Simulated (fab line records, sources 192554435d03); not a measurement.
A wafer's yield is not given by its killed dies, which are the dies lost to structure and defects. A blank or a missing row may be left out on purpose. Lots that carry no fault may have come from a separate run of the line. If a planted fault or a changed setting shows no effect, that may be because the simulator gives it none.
Matching of chambers | flow n5 finfet | N5_PMOS_HMC_CHANNEL_EPI_STRIP_33 on rie diel-01: 4 sister chambers
The step strips in N2/H2. 4 wafers are shown with their chamber, then 9 later ones without.

== WAFERS WITH THEIR CHAMBER ==
wafer  | chamber | showerhead plenum p Torr (Torr)
L086.2 | 1       | 3.35
L087.2 | 2       | 3.20
L089.4 | 3       | 3.29
L089.5 | 0       | 3.50

== WAFERS WHOSE CHAMBER IS MISSING ==
wafer  | showerhead plenum p Torr (Torr)
L094.4 | 3.19
L094.5 | 3.34
L094.6 | 3.50
L095.2 | 3.34
L095.4 | 3.19
L095.5 | 3.34
L097.4 | 3.28
L097.5 | 3.34
L097.6 | 3.49

== EACH ONE'S CHAMBER ==
wafer  | from the rows above | in truth
L094.4 | 2                   | 2
L094.5 | 1                   | 1
L094.6 | 0                   | 0
L095.2 | 1                   | 1
L095.4 | 2                   | 2
L095.5 | 1                   | 1
L097.4 | 3                   | 3
L097.5 | 1                   | 1
L097.6 | 0                   | 0
Correct placement for 9 of the 9. Left unplaced by these rows: 0. 0 placed wrongly.
How it was worked out, from the rows above alone: a wafer's distance from a chamber is the root of the sum, over the readings, of the square of ((its reading less the chamber's mean) divided by the reading's scatter). The wafer belongs to the nearest chamber; if the next one is less than 2 further off, it can't be placed. Each chamber's mean is taken over the wafers shown for it. The scatter: with one shown wafer a chamber, the root of the mean of the squares of how far each hidden wafer lies from its nearest shown one.
